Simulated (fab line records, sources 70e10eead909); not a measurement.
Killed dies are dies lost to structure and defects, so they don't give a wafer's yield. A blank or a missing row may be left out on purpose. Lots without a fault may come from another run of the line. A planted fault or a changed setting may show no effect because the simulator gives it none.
Chamber matching | flow nand_harc | NHARC_P_ZERO_WELL_DESCUM_13 on rie_diel-05: 4 sister chambers
The step chemistry O2, time 3 s. 7 wafers are shown with their chamber, then 7 later ones without.

WAFERS WITH THEIR CHAMBER
wafer  | chamber | oes_product_au (a.u.) | throttle_valve_pct (%)
L460.5 | 0       | 0.992                 | 11.311
L466.2 | 2       | 0.996                 | 11.300
L467.1 | 2       | 1.008                 | 11.304
L467.3 | 3       | 1.025                 | 11.318
L467.6 | 0       | 0.998                 | 11.323
L469.1 | 3       | 1.032                 | 11.316
L469.3 | 1       | 0.984                 | 11.330

WAFERS WITHOUT THEIR CHAMBER
wafer  | oes_product_au (a.u.) | throttle_valve_pct (%)
L469.6 | 0.991                 | 11.319
L474.2 | 1.009                 | 11.319
L474.5 | 0.996                 | 11.321
L474.6 | 1.001                 | 11.307
L475.2 | 1.005                 | 11.306
L475.4 | 0.998                 | 11.305
L475.5 | 1.006                 | 11.312

WHICH CHAMBER EACH WENT THROUGH
wafer  | from the rows above          | in truth
L469.6 | can't be placed: 0 or 1      | 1
L474.2 | can't be placed: 0 or 3 or 2 | 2
L474.5 | can't be placed: 0 or 1      | 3
L474.6 | can't be placed: 2 or 0      | 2
L475.2 | can't be placed: 2 or 0      | 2
L475.4 | can't be placed: 2 or 0      | 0
L475.5 | can't be placed: 2 or 0 or 3 | 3
Placed correctly: 0 of 7. Can't be placed from these rows: 7 (the true chamber is among the candidates in 6). Placed wrongly: 0.
How it was worked out, from the rows above alone: a wafer's distance from a chamber is the root of the sum, over the readings, of the square of ((its reading less the chamber's mean) divided by the reading's scatter). The wafer belongs to the nearest chamber; if the next one is less than 2 further off, it can't be placed. A chamber's mean is the mean of its shown wafers. The scatter: the root of (the sum of the squares of (reading less its chamber's mean) over the shown wafers, divided by (wafers less chambers)).
